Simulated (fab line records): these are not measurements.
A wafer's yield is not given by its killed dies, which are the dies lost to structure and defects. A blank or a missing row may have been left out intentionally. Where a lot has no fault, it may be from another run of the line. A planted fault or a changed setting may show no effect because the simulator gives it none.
Chamber matching | flow n5 finfet | cvd co-02 running N5_BEOL_M1_PRE_CLEAN_60: 3 sister chambers
The step time 15 s. 6 wafers are shown with their chamber, then 12 later ones without.

## WAFERS PAIRED WITH THEIR CHAMBERS
wafer  | chamber | heater power w (W)
L087.1 | 0       | 75
L087.2 | 1       | 102
L087.3 | 2       | 95
L089.1 | 2       | 96
L089.2 | 1       | 101
L089.3 | 0       | 76

## WAFERS WITHOUT THEIR CHAMBER
wafer  | heater power w (W)
L089.4 | 97
L089.5 | 101
L089.6 | 77
L090.2 | 95
L090.4 | 103
L090.6 | 93
L092.1 | 101
L092.2 | 103
L092.3 | 77
L094.2 | 101
L094.3 | 77
L094.5 | 76

## WHICH CHAMBER EACH ONE RAN IN
wafer  | from the rows above | in truth
L089.4 | 2                   | 2
L089.5 | 1                   | 1
L089.6 | 0                   | 0
L090.2 | 2                   | 2
L090.4 | 1                   | 1
L090.6 | 2                   | 2
L092.1 | 1                   | 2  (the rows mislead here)
L092.2 | 1                   | 1
L092.3 | 0                   | 0
L094.2 | 1                   | 1
L094.3 | 0                   | 0
L094.5 | 0                   | 0
Placed correctly: 11 of 12. Can't be placed from these rows: 0. Wrongly placed: 1.
How it was worked out, from the rows above alone: a wafer's distance from a chamber is the root of the sum, over the readings, of the square of ((its reading less the chamber's mean) divided by the reading's scatter). If the next closest chamber is less than 2 further off than the closest, the wafer can't be placed; otherwise it belongs to the closest. For every chamber, the mean is computed from those of its wafers that are shown. How the scatter is found: for the shown wafers, subtract from each reading the mean of its chamber, square and add these, divide the total by (wafers less chambers), then take the root.
